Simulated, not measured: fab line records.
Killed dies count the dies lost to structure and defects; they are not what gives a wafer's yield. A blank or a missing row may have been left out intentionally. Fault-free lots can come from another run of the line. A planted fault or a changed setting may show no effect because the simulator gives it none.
Which tool did it? / flow n5 finfet / 36 wafers from 12 lots sampled at 4 of the route's 1938 steps

WHAT THE GAUGES READ, wafer by wafer
N5_BEOL_M6_CD_MEAS_35: target cd 40 nm, target cd y 28 nm.
lot=L390; measured=day 9 03:53; on=cd sem-01; cd nm (nm)=39.8 40.6 39.1
lot=L392; measured=day 9 08:26; on=cd sem-02; cd nm (nm)=40.1 40.0 40.0
lot=L393; measured=day 9 12:43; on=cd sem-01; cd nm (nm)=41.1 40.1 40.7
lot=L395; measured=day 10 06:00; on=cd sem-01; cd nm (nm)=40.6 40.2 40.4
lot=L397; measured=day 10 06:11; on=cd sem-03; cd nm (nm)=40.2 40.5 40.5
lot=L396; measured=day 10 11:34; on=cd sem-02; cd nm (nm)=40.3 39.7 40.0
lot=L405; measured=day 12 09:33; on=cd sem-03; cd nm (nm)=40.2 39.8 39.5
lot=L406; measured=day 12 22:59; on=cd sem-03; cd nm (nm)=40.2 40.7 40.5
lot=L407; measured=day 13 04:55; on=cd sem-03; cd nm (nm)=40.5 39.9 40.1
lot=L409; measured=day 13 08:49; on=cd sem-03; cd nm (nm)=40.0 39.1 38.9
lot=L408; measured=day 13 09:05; on=cd sem-02; cd nm (nm)=40.3 40.3 41.0
lot=L411; measured=day 14 00:13; on=cd sem-01; cd nm (nm)=40.5 40.9 40.1

N5_BEOL_M6_INSPECT_58: inspects for defects (darkfield).
lot=L390; measured=day 9 06:22; on=defect inspect-01; raw defect count=81 67 68
lot=L392; measured=day 9 12:19; on=defect inspect-02; raw defect count=62 54 64
lot=L393; measured=day 9 14:51; on=defect inspect-01; raw defect count=83 119 121
lot=L395; measured=day 10 08:16; on=defect inspect-01; raw defect count=58 36 82
lot=L397; measured=day 10 08:31; on=defect inspect-01; raw defect count=81 78 70
lot=L396; measured=day 10 14:14; on=defect inspect-02; raw defect count=28 29 38
lot=L405; measured=day 12 12:27; on=defect inspect-01; raw defect count=68 96 88
lot=L406; measured=day 13 01:41; on=defect inspect-01; raw defect count=46 30 50
lot=L407; measured=day 13 07:07; on=defect inspect-01; raw defect count=66 81 73
lot=L409; measured=day 13 11:10; on=defect inspect-01; raw defect count=47 48 66
lot=L408; measured=day 13 13:12; on=defect inspect-01; raw defect count=95 55 98
lot=L411; measured=day 14 02:25; on=defect inspect-02; raw defect count=86 70 82

EACH LOT AND THE TOOL THAT RAN IT (in order: tool; ch and the chambers of the sampled wafers; start)
lot=L390; N5_BEOL_M6_PRE_CLEAN_45=pvd sputter-03, day 9 04:20; N5_BEOL_M6_CVD_78=cvd co-01 ch 0,1, day 9 05:05
lot=L392; N5_BEOL_M6_PRE_CLEAN_45=pvd sputter-02, day 9 09:07; N5_BEOL_M6_CVD_78=cvd co-01 ch 0,1,2, day 9 09:47
lot=L393; N5_BEOL_M6_PRE_CLEAN_45=pvd sputter-01, day 9 13:17; N5_BEOL_M6_CVD_78=cvd co-02 ch 1,2, day 9 13:41
lot=L395; N5_BEOL_M6_PRE_CLEAN_45=pvd sputter-03, day 10 06:35; N5_BEOL_M6_CVD_78=cvd co-01 ch 0,1,2, day 10 07:05
lot=L397; N5_BEOL_M6_PRE_CLEAN_45=pvd sputter-01, day 10 06:44; N5_BEOL_M6_CVD_78=cvd co-01 ch 0,1, day 10 07:11
lot=L396; N5_BEOL_M6_PRE_CLEAN_45=pvd sputter-01, day 10 12:13; N5_BEOL_M6_CVD_78=cvd co-01 ch 0,1,2, day 10 13:06
lot=L405; N5_BEOL_M6_PRE_CLEAN_45=pvd sputter-02, day 12 10:47; N5_BEOL_M6_CVD_78=cvd co-01 ch 1,2, day 12 11:11
lot=L406; N5_BEOL_M6_PRE_CLEAN_45=pvd sputter-01, day 12 23:53; N5_BEOL_M6_CVD_78=cvd co-01 ch 0,2, day 13 00:30
lot=L407; N5_BEOL_M6_PRE_CLEAN_45=pvd sputter-01, day 13 05:37; N5_BEOL_M6_CVD_78=cvd co-01 ch 0,1,2, day 13 06:03
lot=L409; N5_BEOL_M6_PRE_CLEAN_45=pvd sputter-01, day 13 09:19; N5_BEOL_M6_CVD_78=cvd co-02 ch 0,1, day 13 09:52
lot=L408; N5_BEOL_M6_PRE_CLEAN_45=pvd sputter-01, day 13 09:47; N5_BEOL_M6_CVD_78=cvd co-02 ch 0,2, day 13 11:31
lot=L411; N5_BEOL_M6_PRE_CLEAN_45=pvd sputter-03, day 14 00:40; N5_BEOL_M6_CVD_78=cvd co-02 ch 0,2, day 14 01:11
- N5_BEOL_M6_PRE_CLEAN_45: time 30 s.
- N5_BEOL_M6_CVD_78: deposits Co from CCTBA/H2, target thk 2 nm, time 142.3 s.

WHAT THE TOOLS THEMSELVES READ (means of the sampled wafers that have a number; where no wafer has one, the mark that the record gives instead)
N5_BEOL_M6_PRE_CLEAN_45.
lot=L390; tool=pvd sputter-03; heater power w (W)=340
lot=L392; tool=pvd sputter-02; heater power w (W)=266
lot=L393; tool=pvd sputter-01; heater power w (W)=362
lot=L395; tool=pvd sputter-03; heater power w (W)=325
lot=L397; tool=pvd sputter-01; heater power w (W)=356
lot=L396; tool=pvd sputter-01; heater power w (W)=325
lot=L405; tool=pvd sputter-02; heater power w (W)=291
lot=L406; tool=pvd sputter-01; heater power w (W)=331
lot=L407; tool=pvd sputter-01; heater power w (W)=332
lot=L409; tool=pvd sputter-01; heater power w (W)=358
lot=L408; tool=pvd sputter-01; heater power w (W)=353
lot=L411; tool=pvd sputter-03; heater power w (W)=323

N5_BEOL_M6_CVD_78.
lot=L390; tool=cvd co-01; run length s (s)=164.6
lot=L392; tool=cvd co-01; run length s (s)=165.0
lot=L393; tool=cvd co-02; run length s (s)=165.2
lot=L395; tool=cvd co-01; run length s (s)=165.1
lot=L397; tool=cvd co-01; run length s (s)=165.4
lot=L396; tool=cvd co-01; run length s (s)=164.7
lot=L405; tool=cvd co-01; run length s (s)=164.8
lot=L406; tool=cvd co-01; run length s (s)=182.8
lot=L407; tool=cvd co-01; run length s (s)=201.1
lot=L409; tool=cvd co-02; run length s (s)=165.6
lot=L408; tool=cvd co-02; run length s (s)=165.3
lot=L411; tool=cvd co-02; run length s (s)=165.2

THE ANSWER, worked out from the rows above alone
Rule: what is usual is taken from the lots themselves. The widest of any qualifying gaps counts: lots, ordered by their means at a reading, are off when they make up no more than a third of the lots, leave a main group of 4 or more, and stand apart from it by 3 or more times the standard deviation of that group's means. A main group whose means are all the same, to the digits that the tables above print for the reading, isn't used. Also off: a lot with no number at a reading for which 4 or more lots have one. Any other lot the step has rows for is counted as sound. Order of review: gauges by route order, followed by the tools' own readings, for which a lot's mean as printed above is used. At the first step where some lot is off, the reading lying furthest off is the one used; lots without a number count as furthest.
Off at N5_BEOL_M6_CVD_78 (run length s): L406, L407. The main group: mean 165.1 s, standard deviation 0.3.
If a tool, at that step or one of the process steps before it, ran each lot that is off and ran no sound lot following the first of them, it fits. One fits: cvd co-01 at N5_BEOL_M6_CVD_78. Its last sound lot is L405 (day 12 11:11), its first lot that is off L406 (day 13 00:30): a fault that began between those two fits.
The tool's own readings at N5_BEOL_M6_CVD_78 bear it out: on the lots that are off they differ by more than 5 times the standard deviation of the sound lots' means. run length s reads 191.9 s there against 165.1 s on the sound lots.

WHAT THE SIMULATOR HAD INSERTED
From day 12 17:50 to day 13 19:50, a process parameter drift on cvd co-01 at N5_BEOL_M6_CVD_78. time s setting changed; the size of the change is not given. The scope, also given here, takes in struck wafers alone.
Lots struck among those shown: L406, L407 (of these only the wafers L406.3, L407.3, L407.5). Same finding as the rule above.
